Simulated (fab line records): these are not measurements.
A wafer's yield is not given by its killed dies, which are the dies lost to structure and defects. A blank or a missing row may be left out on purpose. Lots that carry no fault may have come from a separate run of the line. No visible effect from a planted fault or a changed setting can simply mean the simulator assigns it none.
fab line records + flow n5_finfet + part 2 of 2: steps 20 to 26 of 26
[record]
- lots = 5
- wafers = 15
- last_day = 17
route steps=1938 shown BEOL_M15@1811 PASS1_DEP@1831 MIM_BOT@1832 MIM_TOP@1834
lots that met no fault: from a run of the same line without faults
start_h: the number of hours between the record's first day and the start of the first shown wafer of the lot + wait_h: hours from the lot's prior step to this one + " identical to the entry in the row above + L1.1+2: one row covering several wafers at once + - value missing, or start not given + * or withheld: withheld + < > ~ a bound
route shown NAME@n: names a module that has steps shown in the file, with the first one's number in the route + usual: the fault-free wafers' mean and standard deviation + same: alike in all rows + chamber/n: place in a boat + sites: per-site readings + _std_site: standard deviation across them + _edge_site: inner sites' mean taken away from outer sites' mean + radius_mm: how far each site lies from the wafer's centre + mask NAME#n: copy n + behind: tool/chamber where the wafer was last shaped + hold: reason for holding the lot/hours on hold/outcome of the hold + device: which transistor (n, p or np) failed to switch + end of line: the tests these same wafers got at the end of their route + a step without rows: its recipe alone + killed: not the wafer's yield, but the dies lost to structure and defects at the first sort + map: a wafer's dies, x killed, . not, _ none there
set.NAME: the setting that was run; set.NAME@STEP: the one run at that earlier step + model.NAME: the simulator's own value behind a step, which no gauge read
a table for each step, a row for each wafer; lots at some steps of the route
services: from which hour (start_h, from the record's first day; less than 0 if before it) a tool's chamber was out of use, for how many hours, and why
[[steps]]
[step N5_BEOL_M15_RC_MEAS_101]
[usual]
- COMB_M10 = 1.4e-11/2.9e-12
- COMB_M11 = 1.5e-11/3.3e-12
- COMB_M12 = 6.4e-12/1.4e-12
- COMB_M13 = 4.9e-12/1.1e-12
- COMB_M14 = 3.6e-12/1e-12
- COMB_M15 = 2.4e-12/7.4e-13
- COMB_M5 = 3.6e-11/7.6e-12
- COMB_M6 = 2.5e-11/5.3e-12
- COMB_M7 = 2.6e-11/5.2e-12
- COMB_M7_max_site = 3.8e-11/9e-12
- COMB_M8 = 2.7e-11/5e-12
- COMB_M9 = 1.4e-11/3.5e-12
- SERP_M10 = 3.20/0.11
- SERP_M11 = 3.09/0.11
- SERP_M12 = 0.629/0.018
- SERP_M12_max_site = 0.642/0.019
- SERP_M13 = 0.307/0.0081
- SERP_M14 = 0.163/0.0073
- SERP_M5 = 39.9/2.4
- SERP_M6 = 14.3/0.69
- SERP_M7 = 14.0/0.69
- SERP_M8 = 14.3/0.76
- SERP_M9 = 3.09/0.097
| lot.wafer | tool      | chamber | start_h | wait_h | COMB_M10[S/m] | COMB_M11[S/m] | COMB_M12[S/m] | COMB_M13[S/m] | COMB_M14[S/m] | COMB_M15[S/m] | COMB_M5[S/m] | COMB_M6[S/m] | COMB_M7[S/m] | COMB_M7_max_site[S/m] | COMB_M8[S/m] | COMB_M9[S/m] | SERP_M10[ohm/um] | SERP_M11[ohm/um] | SERP_M12[ohm/um] | SERP_M12_max_site[ohm/um] | SERP_M13[ohm/um] | SERP_M14[ohm/um] | SERP_M5[ohm/um] | SERP_M6[ohm/um] | SERP_M7[ohm/um] | SERP_M8[ohm/um] | SERP_M9[ohm/um] |
|-----------|-----------|---------|---------|--------|---------------|---------------|---------------|---------------|---------------|---------------|--------------|--------------|--------------|-----------------------|--------------|--------------|------------------|------------------|------------------|---------------------------|------------------|------------------|-----------------|-----------------|-----------------|-----------------|-----------------|
| L075.1    | prober-01 | 0       | 263.13  | 0.0    | 1.37e-11      | 1.2e-11       | 9.7e-12       | 5.5e-12       | 2.6e-12       | 1.6e-12       | 3.7e-11      | 1.6e-11      | 2.8e-11      | 3.9e-11               | 2.3e-11      | 1.1e-11      | 3.12             | 3.05             | 0.633            | 0.649                     | 0.313            | 0.161            | 42.3            | 13.5            | 14.8            | 14.7            | 3.18            |
| L075.3    | "         | 0       | "       | "      | 1.45e-11      | 1.1e-11       | 7.8e-12       | 5.5e-12       | 2.7e-12       | 1.7e-12       | 3.2e-11      | 2.2e-11      | 2.8e-11      | 3.8e-11               | 4.3e-11      | 9e-12        | 2.97             | 3.10             | 0.633            | 0.654                     | 0.325            | 0.164            | 41.2            | 13.2            | 14.1            | 14.4            | 3.11            |
| L075.4    | "         | 0       | "       | "      | 9.5e-12       | 9e-12         | 7.1e-12       | 4.2e-12       | 3.6e-12       | 1.9e-12       | 4.6e-11      | 2.8e-11      | 3.4e-11      | 3.7e-11               | 3.4e-11      | 1.3e-11      | 3.01             | 3.22             | 0.656            | 0.665                     | 0.310            | 0.165            | 38.7            | 14.5            | 14.9            | 14.5            | 2.97            |
| L078.1    | prober-02 | 0       | 281.27  | 0.0    | 1.59e-11      | 1.7e-11       | 7.1e-12       | 6.3e-12       | 4.4e-12       | 3.4e-12       | 3.3e-11      | 2.8e-11      | 2.7e-11      | 2.9e-11               | 2.4e-11      | 1.3e-11      | 3.17             | 3.03             | 0.614            | 0.631                     | 0.303            | 0.161            | 38.4            | 14.8            | 14.5            | 15.6            | 3.23            |
| L078.2    | "         | 0       | "       | "      | 1.57e-11      | 1.4e-11       | 6.7e-12       | 5e-12         | 5.2e-12       | 4.5e-12       | 3.6e-11      | 2.4e-11      | 2.6e-11      | 4.1e-11               | 2.4e-11      | 1e-11        | 3.15             | 3.08             | 0.613            | 0.634                     | 0.305            | 0.165            | 38.4            | 14.6            | 14.1            | 13.9            | 3.01            |
| L078.5    | "         | 0       | "       | "      | 1.65e-11      | 1.5e-11       | 7.7e-12       | 5.4e-12       | 3.5e-12       | 3.1e-12       | 3.4e-11      | 2.4e-11      | 2.5e-11      | 3.7e-11               | 2.5e-11      | 1e-11        | 3.11             | 3.10             | 0.615            | 0.627                     | 0.307            | 0.167            | 37.2            | 14.9            | 15.0            | 14.1            | 3.01            |
| L083.2    | prober-02 | 0       | 306.51  | 0.2    | 1.26e-11      | 1.4e-11       | 7.3e-12       | 4.6e-12       | 5.8e-12       | 3.5e-12       | 3.3e-11      | 2.7e-11      | 2.3e-11      | 3.4e-11               | 2.9e-11      | 1.9e-11      | 3.32             | 3.03             | 0.597            | 0.611                     | 0.327            | 0.155            | 42.0            | 14.7            | 13.9            | 14.5            | 3.06            |
| L083.4    | "         | 0       | "       | "      | 1.09e-11      | 1.6e-11       | 7.7e-12       | 5.7e-12       | 5.5e-12       | 3.2e-12       | 2.5e-11      | 2.9e-11      | 2e-11        | 3e-11                 | 3.7e-11      | 1.9e-11      | 3.43             | 2.94             | 0.618            | 0.622                     | 0.307            | 0.165            | 39.6            | 13.2            | 14.0            | 15.2            | 3.01            |
| L083.5    | "         | 0       | "       | "      | 1.32e-11      | 1.4e-11       | 6.8e-12       | 5e-12         | 5.7e-12       | 3.6e-12       | 2.9e-11      | 3e-11        | 2.2e-11      | 3.3e-11               | 2.3e-11      | 2.3e-11      | 3.39             | 2.88             | 0.612            | 0.622                     | 0.310            | 0.180            | 40.3            | 14.0            | 15.0            | 14.1            | 2.93            |
| L092.1    | prober-01 | 0       | 378.72  | 0.0    | 9.6e-12       | 1.1e-11       | 5.6e-12       | 3.4e-12       | 3.4e-12       | 3.3e-12       | 3.4e-11      | 3.3e-11      | 2.2e-11      | 2.8e-11               | 2.7e-11      | 1.1e-11      | 3.31             | 3.16             | 0.649            | 0.653                     | 0.299            | 0.149            | 41.1            | 14.1            | 14.3            | 13.3            | 3.13            |
| L092.3    | "         | 0       | "       | "      | 1.24e-11      | 1.2e-11       | 5.9e-12       | 5.3e-12       | 4e-12         | 2e-12         | 5.2e-11      | 3.9e-11      | 3e-11        | 4e-11                 | 2.8e-11      | 1.4e-11      | 3.18             | 3.17             | 0.627            | 0.639                     | 0.297            | 0.167            | 38.4            | 15.2            | 12.8            | 14.3            | 3.08            |
| L092.5    | "         | 0       | "       | "      | 1.45e-11      | 1.3e-11       | 6.8e-12       | 5.5e-12       | 3.6e-12       | 2.7e-12       | 4.4e-11      | 3.4e-11      | 2e-11        | 2.3e-11               | 3e-11        | 1.8e-11      | 3.10             | 3.06             | 0.623            | 0.632                     | 0.302            | 0.170            | 40.2            | 14.8            | 14.6            | 13.4            | 3.18            |
| L094.4    | prober-02 | 0       | 385.54  | 0.5    | 1.73e-11      | 1.9e-11       | 5.9e-12       | 5.8e-12       | 4.8e-12       | 2.8e-12       | 4e-11        | 1.9e-11      | 2.2e-11      | 3.3e-11               | 3.5e-11      | 1.5e-11      | 3.15             | 2.73             | 0.654            | 0.668                     | 0.302            | 0.169            | 40.9            | 13.9            | 14.6            | 13.6            | 3.02            |
| L094.5    | "         | 0       | "       | "      | 1.25e-11      | 1.9e-11       | 8.9e-12       | 5.8e-12       | 4.9e-12       | 3.2e-12       | 4.5e-11      | 2.3e-11      | 2e-11        | 2.2e-11               | 2.3e-11      | 1.4e-11      | 3.34             | 2.96             | 0.635            | 0.643                     | 0.300            | 0.172            | 39.2            | 13.1            | 13.8            | 14.8            | 3.10            |
| L094.6    | "         | 0       | "       | "      | 1.79e-11      | 1.6e-11       | 7.4e-12       | 6e-12         | 5.5e-12       | 3.4e-12       | 4e-11        | 1.5e-11      | 2.6e-11      | 3.6e-11               | 3.3e-11      | 2.7e-11      | 3.21             | 2.93             | 0.622            | 0.632                     | 0.293            | 0.158            | 37.8            | 15.7            | 13.0            | 13.9            | 3.16            |
[step N5_PASSIVATION_PECVD_00]
[recipe]
- material = SiO2
- target_thk_a = 2000
- temp_c = 400
- precursor = SiH4/N2O
- pressure_torr = 2.7
- rf_w = 608
- time_s = 11.2
[usual]
- heater_power_w = 677/120
- showerhead_plenum_p_Torr = 8.21/0.067
- throttle_valve_pct = 50.5/2.9
| lot.wafer | tool     | chamber | start_h | wait_h | heater_power_w | showerhead_plenum_p_Torr | throttle_valve_pct |
|-----------|----------|---------|---------|--------|----------------|--------------------------|--------------------|
| L075.1    | pecvd-02 | 1       | 264.10  | 0.8    | 425            | 8.28                     | 48.9               |
| L075.3    | "        | 2       | "       | "      | 806            | 8.17                     | 47.5               |
| L075.4    | "        | 2       | "       | "      | 828            | 8.17                     | 47.3               |
| L078.1    | pecvd-04 | 1       | 282.23  | 0.8    | 829            | 8.11                     | 53.8               |
| L078.2    | "        | 0       | "       | "      | 697            | 8.27                     | 56.7               |
| L078.5    | "        | 1       | "       | "      | 854            | 8.09                     | 54.0               |
| L083.2    | pecvd-02 | 1       | 307.32  | 0.7    | 460            | 8.27                     | 48.9               |
| L083.4    | "        | 0       | "       | "      | 829            | 8.19                     | 51.5               |
| L083.5    | "        | 1       | "       | "      | 475            | 8.27                     | 48.7               |
| L092.1    | pecvd-03 | 1       | 379.68  | 0.8    | 604            | 8.12                     | 50.2               |
| L092.3    | "        | 2       | "       | "      | 773            | 8.26                     | 47.3               |
| L092.5    | "        | 1       | "       | "      | 615            | 8.09                     | 50.3               |
| L094.4    | pecvd-04 | 0       | 386.07  | 0.4    | 764            | 8.26                     | 56.8               |
| L094.5    | "        | 2       | "       | "      | 662            | 8.23                     | 49.6               |
| L094.6    | "        | 0       | "       | "      | 594            | 8.26                     | 56.5               |
[step N5_MIM_BOT_DEGAS_01]
[recipe]
- ambient = vacuum
- temp_c = 300
- time_s = 60
[usual]
- heater_power_w = 465/49
| lot.wafer | tool           | chamber | start_h | wait_h | heater_power_w |
|-----------|----------------|---------|---------|--------|----------------|
| L075.1    | pvd_sputter-01 | -       | 266.03  | 1.9    | 331            |
| L075.3    | "              | -       | "       | "      | 457            |
| L075.4    | "              | -       | "       | "      | 446            |
| L078.1    | pvd_sputter-01 | -       | 282.48  | 0.2    | 341            |
| L078.2    | "              | -       | "       | "      | 437            |
| L078.5    | "              | -       | "       | "      | 334            |
| L083.2    | pvd_sputter-02 | -       | 309.04  | 1.7    | 522            |
| L083.4    | "              | -       | "       | "      | 465            |
| L083.5    | "              | -       | "       | "      | 529            |
| L092.1    | pvd_sputter-01 | -       | 380.01  | 0.3    | 451            |
| L092.3    | "              | -       | "       | "      | 423            |
| L092.5    | "              | -       | "       | "      | 339            |
| L094.4    | pvd_sputter-02 | -       | 387.14  | 1.1    | 456            |
| L094.5    | "              | -       | "       | "      | 482            |
| L094.6    | "              | -       | "       | "      | 524            |
[step N5_MIM_BOT_SPUTTER_00]
[recipe]
- material = TiN
- target_thk_a = 350
- temp_c = 200
- power_w = 3000
- chamber_pressure_pa = 0.49996
- gas = Ar
- reactive_partial_pa = 0.37997
- time_s = 89.7
[usual]
- throttle_valve_pct = 30.1/1.2
| lot.wafer | tool           | chamber | start_h | wait_h | throttle_valve_pct |
|-----------|----------------|---------|---------|--------|--------------------|
| L075.1    | pvd_sputter-01 | -       | 266.07  | 0.0    | 30.4               |
| L075.3    | "              | -       | "       | "      | 28.6               |
| L075.4    | "              | -       | "       | "      | 27.1               |
| L078.1    | pvd_sputter-01 | -       | 282.52  | 0.0    | 30.7               |
| L078.2    | "              | -       | "       | "      | 29.0               |
| L078.5    | "              | -       | "       | "      | 30.5               |
| L083.2    | pvd_sputter-02 | -       | 309.08  | 0.0    | 30.2               |
| L083.4    | "              | -       | "       | "      | 30.5               |
| L083.5    | "              | -       | "       | "      | 30.3               |
| L092.1    | pvd_sputter-01 | -       | 380.05  | 0.0    | 28.5               |
| L092.3    | "              | -       | "       | "      | 28.8               |
| L092.5    | "              | -       | "       | "      | 30.6               |
| L094.4    | pvd_sputter-02 | -       | 387.18  | 0.0    | 30.5               |
| L094.5    | "              | -       | "       | "      | 30.9               |
| L094.6    | "              | -       | "       | "      | 30.3               |
[step N5_MIM_TOP_ALD_00]
[recipe]
- material = Al2O3
- target_thk_a = *
- temp_c = withheld
- ald_precursor_family = TMA
- ald_co_reactant = O3
- pulse_time_s = withheld
- purge_time_s = 3
- co_reactant_purge_time_s = withheld
- co_reactant_pulse_time_s = 3
- ald_cycles = withheld
[usual]
- precursor_pulse_height_rel = 1.000/0.018
| lot.wafer | tool      | chamber | start_h | wait_h | precursor_pulse_height_rel |
|-----------|-----------|---------|---------|--------|----------------------------|
| L075.1    | ald_hk-01 | 1       | 266.17  | 0.1    | 1.030                      |
| L075.3    | "         | 3       | "       | "      | 1.000                      |
| L075.4    | "         | 0       | "       | "      | 1.009                      |
| L078.1    | ald_hk-02 | 0       | 282.62  | 0.1    | 0.984                      |
| L078.2    | "         | 2       | "       | "      | 0.980                      |
| L078.5    | "         | 0       | "       | "      | 1.000                      |
| L083.2    | ald_hk-01 | 2       | 309.18  | 0.1    | 1.016                      |
| L083.4    | "         | 3       | "       | "      | 0.987                      |
| L083.5    | "         | 0       | "       | "      | 1.015                      |
| L092.1    | ald_hk-02 | 2       | 380.15  | 0.1    | 0.997                      |
| L092.3    | "         | 0       | "       | "      | 1.000                      |
| L092.5    | "         | 1       | "       | "      | 0.993                      |
| L094.4    | ald_hk-02 | 3       | 387.28  | 0.1    | 1.005                      |
| L094.5    | "         | 0       | "       | "      | 1.006                      |
| L094.6    | "         | 1       | "       | "      | 0.992                      |
[step N5_MIM_TOP_ALD_01]
[recipe]
- material = HfO2
- target_thk_a = 56
- temp_c = withheld
- ald_precursor_family = Hf-amide
- ald_co_reactant = O3
- pulse_time_s = 1
- purge_time_s = 3
- co_reactant_purge_time_s = 2
- co_reactant_pulse_time_s = 3
- ald_cycles = 62
[usual]
- precursor_pulse_height_rel = 1.000/0.018
[same]
- pulse_time_s = 1
| lot.wafer | tool      | chamber | start_h | wait_h | precursor_pulse_height_rel |
|-----------|-----------|---------|---------|--------|----------------------------|
| L075.1    | ald_hk-01 | 1       | -       | -      | 1.009                      |
| L075.3    | "         | 3       | "       | "      | 1.025                      |
| L075.4    | "         | 0       | "       | "      | 0.987                      |
| L078.1    | ald_hk-02 | 0       | -       | -      | 1.011                      |
| L078.2    | "         | 2       | "       | "      | 1.014                      |
| L078.5    | "         | 0       | "       | "      | 1.019                      |
| L083.2    | ald_hk-01 | 2       | -       | -      | 0.985                      |
| L083.4    | "         | 3       | "       | "      | 1.016                      |
| L083.5    | "         | 0       | "       | "      | 0.983                      |
| L092.1    | ald_hk-02 | 2       | -       | -      | 0.998                      |
| L092.3    | "         | 0       | "       | "      | 0.984                      |
| L092.5    | "         | 1       | "       | "      | 1.021                      |
| L094.4    | ald_hk-02 | 3       | -       | -      | 0.971                      |
| L094.5    | "         | 0       | "       | "      | 1.005                      |
| L094.6    | "         | 1       | "       | "      | 1.002                      |
[step N5_MIM_TOP_ALD_02]
[recipe]
- material = Al2O3
- target_thk_a = *
- temp_c = withheld
- ald_precursor_family = TMA
- ald_co_reactant = O3
- pulse_time_s = withheld
- purge_time_s = 3
- co_reactant_purge_time_s = withheld
- co_reactant_pulse_time_s = 3
- ald_cycles = withheld
[usual]
- precursor_pulse_height_rel = 1.001/0.019
| lot.wafer | tool      | chamber | start_h | wait_h | precursor_pulse_height_rel |
|-----------|-----------|---------|---------|--------|----------------------------|
| L075.1    | ald_hk-01 | 1       | -       | -      | 0.987                      |
| L075.3    | "         | 3       | "       | "      | 0.997                      |
| L075.4    | "         | 0       | "       | "      | 1.006                      |
| L078.1    | ald_hk-02 | 0       | -       | -      | 1.036                      |
| L078.2    | "         | 2       | "       | "      | 1.018                      |
| L078.5    | "         | 0       | "       | "      | 0.995                      |
| L083.2    | ald_hk-01 | 2       | -       | -      | 1.033                      |
| L083.4    | "         | 3       | "       | "      | 1.013                      |
| L083.5    | "         | 0       | "       | "      | 0.980                      |
| L092.1    | ald_hk-02 | 2       | -       | -      | 0.989                      |
| L092.3    | "         | 0       | "       | "      | 0.981                      |
| L092.5    | "         | 1       | "       | "      | 1.035                      |
| L094.4    | ald_hk-02 | 3       | -       | -      | 1.034                      |
| L094.5    | "         | 0       | "       | "      | 1.014                      |
| L094.6    | "         | 1       | "       | "      | 0.994                      |
[[services]]
| tool          | chamber | start_h | hours | kind           |
|---------------|---------|---------|-------|----------------|
| pecvd-01      | -       | 238.21  | 2.8   | pm             |
| pecvd-02      | -       | 240.84  | 1.9   | repair         |
| cmp-04        | -       | 243.09  | 7.8   | pm             |
| pecvd-01      | -       | 243.67  | 0.6   | repair         |
| pecvd-04      | 2       | 249.13  | -     | clean          |
| pecvd-04      | 2       | 249.13  | 29.5  | scheduled_down |
| pecvd-04      | 2       | 249.13  | 29.5  | vent_cycle     |
| cmp-04        | -       | 254.72  | 11.9  | pm             |
| cmp-02        | -       | 271.79  | 4.5   | repair         |
| pecvd-04      | 0       | 278.63  | 2.1   | scheduled_down |
| pecvd-03      | 0       | 283.70  | 23.4  | repair         |
| pecvd-04      | -       | 285.18  | 6.0   | pm             |
| rie_diel-01   | 1       | 293.98  | 4.3   | repair         |
| cmp-04        | -       | 301.98  | 4.0   | pm             |
| wet_bench-01  | -       | 302.62  | 3.2   | repair         |
| ecd_cu-01     | -       | 313.11  | 0.9   | repair         |
| rie_diel-01   | -       | 333.66  | 2.8   | pm             |
| pecvd-03      | -       | 338.65  | 6.0   | pm             |
| rtp_anneal-01 | -       | 342.45  | 5.1   | pm             |
| cmp-04        | -       | 358.00  | 2.3   | repair         |
| pecvd-02      | -       | 367.17  | 0.8   | pm             |
| rie_diel-06   | 2       | 371.77  | 13.6  | repair         |
| ald_hk-01     | -       | 377.08  | 0.4   | repair         |
| cmp-02        | -       | 380.38  | 4.0   | pm             |
